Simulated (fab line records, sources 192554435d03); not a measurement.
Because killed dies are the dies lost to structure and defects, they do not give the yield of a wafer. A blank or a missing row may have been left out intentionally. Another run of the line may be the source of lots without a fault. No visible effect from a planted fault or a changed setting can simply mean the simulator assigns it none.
Struck lot and sound lot, side by side | flow n5-finfet | 30 out of 1938 route steps
Sound: these wafers, L802.2, L802.3, L802.6. Wafers struck: L797.3, L797.4, L797.6. The cause is given at the end.
Per side, at each step with rows, come the tool, then ch with its chambers, and then its first start. Under that, the readings that differ: sound wafers | struck wafers | difference of the means | sigmas: that difference in standard deviations of wafers without a fault.
alike: readings with means less than 2 such deviations apart, plus words and numbers identical on both sides. not compared: withheld readings, readings lacking a value on some wafer, bounds such as >300 that could conceal the same value, and numbers that have no deviation in the record and whose values overlap.
A row with sigmas, a row that says differs or no value, or rows on one side alone: a step with any of these is where the two part. Numbers that have no deviation but don't overlap get no sigmas and don't part them. A reading missing from all wafers of one side parts the sides only when that side holds two or more wafers.

first, 11 steps without rows for these wafers: N5_GATE_CUT_ETCH_56 (etches TiN in Cl2/Ar, target depth 21.6 nm); N5_GATE_CUT_ETCHBACK_30 (etches TiN in Cl2/Ar, target depth 3 nm); N5_GATE_CUT_VAPOR_ETCH_60 (etches HfO2 in BCl3/Cl2); N5_GATE_CUT_ETCH_58 (etches SiNx in CH3F/O2, target depth 17 nm, time 128.6 s); N5_GATE_CUT_STRIP_59 (strips in N2/H2, time 20 s); N5_GATE_CUT_PRECLEAN_31 (cleans in DIW, time 300 s); N5_GATE_CUT_SRD_32 (time 30 s); N5_GATE_CUT_SAC_CAP_01 (material SiNx, target thk 24 nm, pulse time 1 s, ald cycles 480); N5_GATE_CUT_PECVD_57 (deposits SiNx from SiH4/NH3/N2, target thk 21 nm); N5_GATE_CUT_CMP_02 (polishes, stops on SiO2, t overpolish 12.7 s, target thk 0 nm); N5_GATE_CUT_HM_DEP_46 (deposits SiO2 from TEOS/O2, target thk 130 nm, time 26.6 s).
N5_GATE_CUT_COAT_34: time 60 s, resist thk 60 nm.
  sound on litho-track-03 ch 0, day 9 03:56; struck on litho-track-01 ch 0, day 7 22:55
  reading                                   | sound                | struck               | difference | sigmas
  spin-speed-rpm (rpm)                      | 1500.1 1500.9 1499.5 | 1410.4 1411.9 1412.3 | -88.6      | -89
  model.SOC_of_GATE_CUT_COAT_34.thk-nm (nm) | 59.8 59.8 59.8       | 61.8 61.8 61.8       | +2.0       |
  alike: chill-plate-temp-C
then, 11 steps without rows for these wafers: N5_GATE_CUT_COAT_35 (time 60 s, resist thk 10 nm); N5_GATE_CUT_COAT_27 (time 60 s, resist thk 10 nm); N5_GATE_CUT_COAT_07 (resist thk 30 nm); N5_GATE_CUT_EBR_09; N5_GATE_CUT_SOFTBAKE_08 (time 60 s); N5_GATE_CUT_EXPOSE_10 (exposes mask GATE CUT, target cd 20 nm); N5_GATE_CUT_PEB_11 (peb time 60 s); N5_GATE_CUT_DEVELOP_12 (develop time 30 s); N5_GATE_CUT_DESCUM_18 (chemistry O2, time 7 s); N5_GATE_CUT_ETCH_28 (etches underlayer in N2/H2, target depth 13 nm, time 10.4 s); N5_GATE_CUT_ETCH_36 (etches SiARC in CF4, target depth 13 nm, time 21.7 s).
N5_GATE_CUT_ETCH_37: etches SOC in N2/H2, target depth 60 nm, overetch 12 nm, time 90 s.
  sound on rie-diel-03 ch 1,3, day 9 04:24; struck on rie-diel-06 ch 0,2,3, day 7 23:41
  reading                  | sound             | struck            | difference | sigmas
  model.etch.depth-nm (nm) | 59.85 59.75 59.85 | 61.79 61.89 61.83 | +2.02      |
  alike: drypump-motor-current-A, oes-product-au, rf-fwd-power-W, rf-vpp-V, showerhead-plenum-p-Torr, throttle-valve-pct
  not compared: rf-hours-counter-h
then, 2 steps without rows for these wafers: N5_GATE_CUT_STRIP_38 (strips in N2/H2); N5_GATE_CUT_STRIP_39 (strips in N2/H2).
N5_GATE_CUT_HM_OPEN_40: chemistry C4F6/O2, target SiO2, target depth 139 nm, time 85.1 s.
  sound on rie-diel-03 ch 1,3, day 9 04:29; struck on rie-diel-06 ch 0,2,3, day 7 23:46
  reading                                   | sound        | struck         | difference | sigmas
  model.SOC_of_GATE_CUT_COAT_34.thk-nm (nm) | 32.8 33 32.6 | 34.2 33.4 34.6 | +1.3       |
  alike: drypump-motor-current-A, etch-rf-on-time-s, oes-product-au, rf-fwd-power-W, rf-vpp-V, showerhead-plenum-p-Torr, throttle-valve-pct
  not compared: rf-hours-counter-h
then, 1 step without rows for these wafers: N5_GATE_CUT_STRIP_41 (strips in CF4).
-- here the record skips 5 days between the struck wafers' starts before and after, leaving off in module GATE_CUT and picking up in module BEOL_M4 (first step shown: number 1111 of the route) --
N5_BEOL_M4_RC_MEAS_101:
  sound on prober-02 ch 0, day 13 12:53; struck on prober-01 ch 0, day 12 16:32
  alike: DIBL_N, DIBL_P, IOFF_N, IOFF_P, ION_N, ION_P, SS_N, SS_P, VT_N, VT_P
-- here the record skips 4 days between the struck wafers' starts before and after, leaving off in module BEOL_M4 and picking up in module PASSIVATION (first step shown: number 1936 of the route) --
N5_PASSIVATION_PROBE_49:
  sound on prober-02, day 17 12:14; struck on prober-01, day 17 03:10
  reading         | sound   | struck | difference | sigmas
  killed-at-other | 15 6 10 | 3 1 6  | -7         | -3
  alike: defect-limited-yield, killed_at_M0_to_M3, killed_at_M4_up, killed-at-contacts, killed-at-front-end, killed-dies, killed-on-rim, killed-open, killed-short, sort_bin_4_leakage, sort_bin_5_function, sort_bin_6_memory, sort-n-pass, sort-yield-pct

== WHERE THEY PART ==
At N5_GATE_CUT_COAT_34 first; at N5_PASSIVATION_PROBE_49 last (within this record only).

WHY: whatever the simulator had introduced
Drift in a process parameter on litho-track-01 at N5_GATE_CUT_COAT_34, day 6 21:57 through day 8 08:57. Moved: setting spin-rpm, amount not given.
